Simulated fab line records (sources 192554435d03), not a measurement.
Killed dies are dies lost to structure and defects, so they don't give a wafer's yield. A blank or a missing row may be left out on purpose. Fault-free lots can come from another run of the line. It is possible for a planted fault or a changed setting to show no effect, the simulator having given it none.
Which of the tools did it? -- flow n5-finfet -- 29 wafers from 10 lots sampled at 6 of the route's 1938 steps

## WHAT THE GAUGES READ, wafer by wafer
N5_FIN_SAQP_CD_MEAS_27: target cd 20 nm.
lot,measured,on,cd-nm (nm)
L338,day 2 00:41,cd-sem-02,20.27 20.16 20.48
L339,day 2 05:54,cd-sem-01,20.30 20.79 20.23
L344,day 3 13:24,cd-sem-01,20.74 19.80
L347,day 4 07:35,cd-sem-01,20.11 20.03 19.89
L348,day 4 11:53,cd-sem-03,20.33 20.02 20.07
L351,day 5 06:29,cd-sem-02,- - -
L352,day 5 13:37,cd-sem-02,- - -
L353,day 5 17:34,cd-sem-03,- - -
L360,day 7 11:34,cd-sem-02,19.99 20.35 19.89
L361,day 7 17:51,cd-sem-01,20.54 20.28 20.55

N5_BEOL_M4_RC_MEAS_101.
lot,measured,on,DIBL_N (mV/V),DIBL_P (mV/V),IOFF_N (nA/um),IOFF_P (nA/um),ION_N (uA/um),ION_P (uA/um),SS_N (mV/dec),SS_P (mV/dec),VT_N (mV),VT_P (mV)
L338,day 9 08:02,prober-02,36.5 36.4 35.1,36.9 36.1 35.6,0.170 0.159 0.143,0.23 0.22 0.22,681 664 675,467 457 469,72.2 72.2 72.0,73.9 73.9 73.2,246 251 252,-247 -246 -246
L339,day 9 11:49,prober-02,36.7 36.7 33.5,35.8 35.5 31.3,0.154 0.141 0.101,0.20 0.19 0.15,674 657 650,462 454 450,72.0 71.0 71.0,73.0 73.0 72.1,251 254 255,-253 -254 -256
L344,day 10 23:28,prober-02,36.8 34.7,37.0 35.1,0.170 0.134,0.20 0.18,665 667,449 457,71.2 71.4,73.4 73.4,247 253,-253 -252
L347,day 11 07:01,prober-01,33.3 34.2 36.2,33.0 35.2 38.0,0.110 0.129 0.170,0.16 0.19 0.23,659 661 678,457 457 463,71.8 71.1 71.6,72.7 73.3 73.7,253 252 249,-254 -252 -247
L348,day 11 12:44,prober-02,35.8 35.1 36.3,35.9 35.9 36.2,0.134 0.132 0.141,0.17 0.18 0.17,677 669 662,452 467 451,71.8 71.2 71.6,72.7 72.4 73.2,252 252 253,-258 -256 -258
L360,day 15 06:46,prober-01,35.3 35.7 37.0,36.1 36.1 37.1,0.156 0.171 0.177,0.23 0.22 0.23,681 677 676,467 468 465,71.0 71.2 71.9,73.7 74.0 74.4,248 249 251,-249 -250 -250
L361,day 15 11:20,prober-02,34.3 31.8 33.2,34.4 30.1 32.1,0.129 0.087 0.113,0.17 0.11 0.14,655 632 658,454 435 449,70.4 71.7 71.2,72.7 71.6 72.2,250 259 255,-253 -261 -258

## TOOL THAT RAN EACH LOT (tool first, then ch and the chambers of the sampled wafers, then the start)
lot,N5_FIN_SAQP_MANDREL_ETCH_22,N5_FIN_SAQP_RECESS_75,N5_FIN_SAQP_SPACER1_ALD_24,N5_FIN_SAQP_RECESS_63
L338,"rie-si-02 ch 0,2, day 1 22:56","vapor-etch-02 ch 0,1, day 1 23:29","ald-sin-02 ch 0,2,3, day 1 23:46","vapor-etch-02 ch 0,1, day 2 01:04"
L339,"rie-si-04 ch 1,2,3, day 2 04:10","vapor-etch-01 ch 0,1, day 2 04:36","ald-sin-01 ch 0,1, day 2 04:59","vapor-etch-02 ch 0,1, day 2 06:10"
L344,"rie-si-04 ch 0,3, day 3 10:22","vapor-etch-01 ch 0,1, day 3 12:19","ald-sin-02 ch 2,3, day 3 12:49","vapor-etch-02 ch 0,1, day 3 13:53"
L347,"rie-si-02 ch 0,1,2, day 4 04:37","vapor-etch-01 ch 0,1, day 4 05:02","ald-sin-02 ch 1,2,3, day 4 06:38","vapor-etch-02 ch 0,1, day 4 07:51"
L348,"rie-si-01 ch 1,2,3, day 4 10:10","vapor-etch-01 ch 0,1, day 4 10:35","ald-sin-01 ch 0,2, day 4 10:58","vapor-etch-02 ch 0,1, day 4 12:09"
L351,"rie-si-04 ch 0,1,2, day 5 04:46","vapor-etch-02 ch 0,1, day 5 05:11","ald-sin-01 ch 0,2,3, day 5 05:34","vapor-etch-02 ch 0,1, day 5 06:44"
L352,"rie-si-02 ch 1,2,3, day 5 11:47","vapor-etch-01 ch 0,1, day 5 12:19","ald-sin-02 ch 2,3, day 5 12:37","vapor-etch-01 ch 0,1, day 5 14:00"
L353,"rie-si-04 ch 2,3, day 5 15:50","vapor-etch-02 ch 0,1, day 5 16:16","ald-sin-02 ch 0,1,3, day 5 16:39","vapor-etch-02 ch 0,1, day 5 17:50"
L360,"rie-si-01 ch 0,1,2, day 7 09:46","vapor-etch-02 ch 0,1, day 7 10:11","ald-sin-02 ch 0,1,3, day 7 10:34","vapor-etch-02 ch 0,1, day 7 11:50"
L361,"rie-si-04 ch 0,1, day 7 16:08","vapor-etch-02 ch 0,1, day 7 16:33","ald-sin-02 ch 0,3, day 7 16:56","vapor-etch-02 ch 0,1, day 7 18:07"
- N5_FIN_SAQP_MANDREL_ETCH_22: etches a-Si in HBr/Cl2, stops on SiNx, target depth 60 nm, bt time 10 s, time 30 s.
- N5_FIN_SAQP_RECESS_75: chemistry HF/NH3, target SiO2, target depth 14.4 nm, afs cycles 3, sublimation time 60 s.
- N5_FIN_SAQP_SPACER1_ALD_24: deposits SiO2, target thk 20.3 nm, pulse time 1 s, purge time 2 s.
- N5_FIN_SAQP_RECESS_63: chemistry HF/NH3, target SiO2, target depth 18 nm, afs cycles 3, sublimation time 60 s.

## AS READ BY THE TOOLS THEMSELVES (means over the sampled wafers that have a number; for cases with no such wafer, the mark the record gives instead)
N5_FIN_SAQP_MANDREL_ETCH_22.
lot,tool,drypump-motor-current-A (A),oes-product-au (a.u.),throttle-valve-pct (%)
L338,rie-si-02,6.0,0.756,35.05
L339,rie-si-04,5.2,0.781,35.24
L344,rie-si-04,5.4,0.768,35.38
L347,rie-si-02,5.8,0.765,35.15
L348,rie-si-01,5.7,0.776,35.31
L351,rie-si-04,5.5,0.778,35.27
L352,rie-si-02,5.5,0.763,35.30
L353,rie-si-04,5.3,0.786,35.39
L360,rie-si-01,5.6,0.768,35.54
L361,rie-si-04,5.7,0.761,35.29

N5_FIN_SAQP_RECESS_75.
lot,tool,drypump-motor-current-A (A)
L338,vapor-etch-02,5.8
L339,vapor-etch-01,5.3
L344,vapor-etch-01,5.5
L347,vapor-etch-01,5.3
L348,vapor-etch-01,5.3
L351,vapor-etch-02,6.0
L352,vapor-etch-01,5.6
L353,vapor-etch-02,5.8
L360,vapor-etch-02,6.0
L361,vapor-etch-02,5.8

N5_FIN_SAQP_SPACER1_ALD_24.
lot,tool,chamber-pressure-Torr (Torr),heater-power-w (W),precursor-pulse-height-rel
L338,ald-sin-02,2.001,501,0.988
L339,ald-sin-01,2.000,442,0.992
L344,ald-sin-02,2.003,525,1.012
L347,ald-sin-02,2.007,526,0.999
L348,ald-sin-01,1.997,448,0.990
L351,ald-sin-01,-,-,-
L352,ald-sin-02,-,-,-
L353,ald-sin-02,-,-,-
L360,ald-sin-02,1.999,492,0.987
L361,ald-sin-02,1.999,467,1.011

N5_FIN_SAQP_RECESS_63.
lot,tool,drypump-motor-current-A (A)
L338,vapor-etch-02,5.8
L339,vapor-etch-02,6.0
L344,vapor-etch-02,5.9
L347,vapor-etch-02,5.8
L348,vapor-etch-02,6.0
L351,vapor-etch-02,6.0
L352,vapor-etch-01,5.7
L353,vapor-etch-02,6.0
L360,vapor-etch-02,5.8
L361,vapor-etch-02,5.8

## THE ANSWER, worked out from the rows above alone
Rule: the lots themselves supply what counts as usual. Put in order of their means at a reading, lots are off if they are a third of the lots or fewer, leave a main group of 4 or more, and stand apart from it by a gap of 3 or more times the standard deviation of the main group's means; of several such gaps the widest counts. A main group whose means are all the same, to the digits that the tables above print for the reading, isn't used. Also off: a lot with no number at a reading for which 4 or more lots have one. Where the step has rows for the other lots, those lots are counted as sound. First the gauges in route order, then the tools' own readings, where a lot's mean is used as printed above. At the first step where some lot is off, the reading lying furthest off is the one used; lots without a number count as furthest.
Off, at N5_FIN_SAQP_CD_MEAS_27 on cd-nm: L351, L352, L353. Without a number there: L351, L352, L353. Mean 20.24 nm and standard deviation 0.16 in the main group.
If a tool, at a process step before that reading, ran all the lots that are off and no sound lot after the first of them, it fits. The gauges at N5_FIN_SAQP_CD_MEAS_27 aren't tried: what is off there is off at N5_FIN_SAQP_SPACER1_ALD_24 too, on other tools, and a gauge's error can't cause that. Not one of the candidates tried fits.

## WHAT THE SIMULATOR HAD INSERTED
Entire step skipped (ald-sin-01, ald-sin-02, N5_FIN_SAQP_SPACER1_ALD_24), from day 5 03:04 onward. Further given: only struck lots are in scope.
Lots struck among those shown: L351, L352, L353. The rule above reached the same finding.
